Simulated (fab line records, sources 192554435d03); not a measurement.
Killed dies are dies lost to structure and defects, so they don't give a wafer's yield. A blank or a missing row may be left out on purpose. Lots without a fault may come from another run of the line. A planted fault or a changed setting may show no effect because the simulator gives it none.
Which tool did it? | flow n5_finfet | 9 lots, 27 wafers sampled, at 5 steps of a route of 1938

WHAT THE GAUGES READ, wafer by wafer
N5_BEOL_M4_RC_MEAS_101.
lot  | measured     | on        | RC_DENSE_N (ohm.um)
L894 | day 9 10:25  | prober-01 | 40.4 40.0 40.3
L895 | day 9 12:13  | prober-01 | 39.6 41.8 40.9
L896 | day 10 02:16 | prober-02 | 41.0 41.0 39.3
L900 | day 11 07:08 | prober-02 | 19.1 18.8 18.7
L902 | day 11 22:08 | prober-02 | 18.2 18.3 19.0
L903 | day 11 22:31 | prober-01 | 19.0 18.7 18.7
L904 | day 12 00:12 | prober-02 | 19.3 18.9 19.0
L907 | day 12 19:14 | prober-02 | 18.4 19.0 19.6
L908 | day 13 02:19 | prober-01 | 19.0 18.7 18.7

WHICH TOOL RAN EACH LOT (tool, then ch and the chambers of the sampled wafers, then the start)
lot  | N5_MOL_CONTACT_COAG_ETCH_59       | N5_MOL_CONTACT_COAG_IMPLANT_129 | N5_MOL_CONTACT_COAG_TI_SIL_19 | N5_MOL_CONTACT_COAG_CO_FILL_22
L894 | rie_diel-03 ch 0,3, day 6 12:38   | implanter-01, day 6 13:05       | pvd_sputter-03, day 6 13:29   | cvd_co-02 ch 0,2, day 6 16:56
L895 | rie_diel-05 ch 0,1,2, day 6 17:22 | implanter-02, day 6 17:46       | pvd_sputter-03, day 6 19:31   | cvd_co-01 ch 0,2, day 6 20:58
L896 | rie_diel-06 ch 1,2,3, day 6 22:56 | implanter-01, day 6 23:22       | pvd_sputter-01, day 6 23:49   | cvd_co-02 ch 1,2, day 7 01:22
L900 | rie_diel-06 ch 0,1, day 8 00:08   | implanter-02 ch 0, day 8 00:31  | pvd_sputter-03, day 8 01:55   | cvd_co-02 ch 0,2, day 8 03:32
L902 | rie_diel-05 ch 0,3, day 8 13:26   | implanter-02 ch 0, day 8 13:52  | pvd_sputter-02, day 8 14:25   | cvd_co-02 ch 1,2, day 8 15:32
L903 | rie_diel-06 ch 1,2,3, day 8 16:22 | implanter-01 ch 0, day 8 16:45  | pvd_sputter-02, day 8 17:30   | cvd_co-02 ch 0,1,2, day 8 18:35
L904 | rie_diel-06 ch 2,3, day 8 21:47   | implanter-02 ch 0, day 8 22:10  | pvd_sputter-01, day 8 22:49   | cvd_co-02 ch 0,1,2, day 9 00:14
L907 | rie_diel-05 ch 0,2,3, day 9 20:31 | implanter-02 ch 0, day 9 20:58  | pvd_sputter-03, day 9 21:32   | cvd_co-02 ch 0,1,2, day 10 00:11
L908 | rie_diel-06 ch 1,2,3, day 9 21:35 | implanter-02 ch 0, day 9 21:59  | pvd_sputter-02, day 9 23:50   | cvd_co-02 ch 0,1,2, day 10 01:07
- N5_MOL_CONTACT_COAG_ETCH_59: etches underlayer in N2/H2, target depth 13 nm, time 10.4 s.
- N5_MOL_CONTACT_COAG_IMPLANT_129
- N5_MOL_CONTACT_COAG_TI_SIL_19: material Ti, target thk 4.2 nm, time 15 s.
- N5_MOL_CONTACT_COAG_CO_FILL_22: material Co, precursor CCTBA/H2, target thk 20 nm.

THE ANSWER, worked out from the rows above alone
Rule: what is usual is taken from the lots themselves. Put in order of their means at a reading, lots are off if they are a third of the lots or fewer, leave a main group of 4 or more, and stand apart from it by a gap of 3 or more times the standard deviation of the main group's means; of several such gaps the widest counts. A main group whose means are all the same, to the digits that the tables above print for the reading, isn't used. A lot without any number at a reading at which 4 lots or more have one is off too. The other lots that the step has rows for count as sound.
Off: L894, L895, L896, at N5_BEOL_M4_RC_MEAS_101 (RC_DENSE_N). The main group: mean 18.8 ohm.um, standard deviation 0.18.
A tool fits if, at a process step before that reading, it ran every lot that is off, and no sound lot after the first of them. The gauges at N5_BEOL_M4_RC_MEAS_101 are tried like those tools. None of those tried fits.

WHAT THE SIMULATOR HAD PUT IN
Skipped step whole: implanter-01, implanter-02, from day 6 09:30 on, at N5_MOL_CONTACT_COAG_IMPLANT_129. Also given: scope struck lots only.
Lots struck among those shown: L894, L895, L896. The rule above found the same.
